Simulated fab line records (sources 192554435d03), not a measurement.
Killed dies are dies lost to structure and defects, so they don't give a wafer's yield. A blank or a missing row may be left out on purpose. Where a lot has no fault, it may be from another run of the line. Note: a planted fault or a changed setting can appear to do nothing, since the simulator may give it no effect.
Chamber matching -- flow n5 finfet -- 4 sister chambers for N5_MIM_BOT_LITHO_DESCUM_10 on rie diel-04
The step chemistry O2, time 7.9 s. 14 wafers are shown with their chamber, then 7 later ones without.

## WAFERS PAIRED WITH THEIR CHAMBERS
wafer,chamber,showerhead plenum p Torr (Torr),drypump motor current A (A),throttle valve pct (%)
L075.3,2,2.12,4.9,20.16
L075.4,1,2.23,5.2,20.22
L075.5,1,2.23,5.2,20.23
L077.3,3,2.14,5.6,20.36
L077.4,2,2.12,5.0,20.19
L077.5,1,2.23,5.2,20.23
L078.1,1,2.23,5.2,20.24
L078.3,0,2.04,5.9,20.43
L078.4,2,2.12,4.9,20.19
L081.1,2,2.11,4.9,20.21
L081.3,1,2.22,5.2,20.24
L081.6,0,2.04,5.9,20.45
L085.1,1,2.22,5.1,20.26
L085.2,0,2.03,5.9,20.44

SIGNATURES, as means of the wafers listed above
reading,chamber 0,chamber 1,chamber 2,chamber 3,scatter within a chamber
showerhead plenum p Torr,2.0367,2.2267,2.1175,2.1400,0.00524
drypump motor current A,5.900,5.183,4.925,5.600,0.0398
throttle valve pct,20.4400,20.2367,20.1875,20.3600,0.0155
Rule: a wafer lies at a distance from a chamber equal to the root of the sum of squares, over the readings, of (its reading less the chamber's mean, divided by the reading's scatter). The wafer belongs to the nearest chamber; if the next one is less than 2 further off, it can't be placed. The scatter is the square root of a quotient: the sum, over the shown wafers, of each reading's squared deviation from its chamber's mean, divided by wafers minus chambers.

## WAFERS WITHOUT THEIR CHAMBER
wafer,showerhead plenum p Torr (Torr),drypump motor current A (A),throttle valve pct (%)
L085.6,2.11,5.0,20.22
L091.1,2.03,5.9,20.49
L091.3,2.11,5.0,20.23
L091.6,2.13,5.6,20.39
L096.1,2.02,5.9,20.51
L096.3,2.13,5.6,20.40
L096.5,2.21,5.2,20.28

## THE CHAMBER EACH PASSED THROUGH
wafer,from the rows above,in truth
L085.6,2,2
L091.1,0,0
L091.3,2,2
L091.6,3,3
L096.1,0,0
L096.3,3,3
L096.5,1,1
7 of 7 placed correctly. Not placeable from these rows: 0. Placed wrongly: 0.
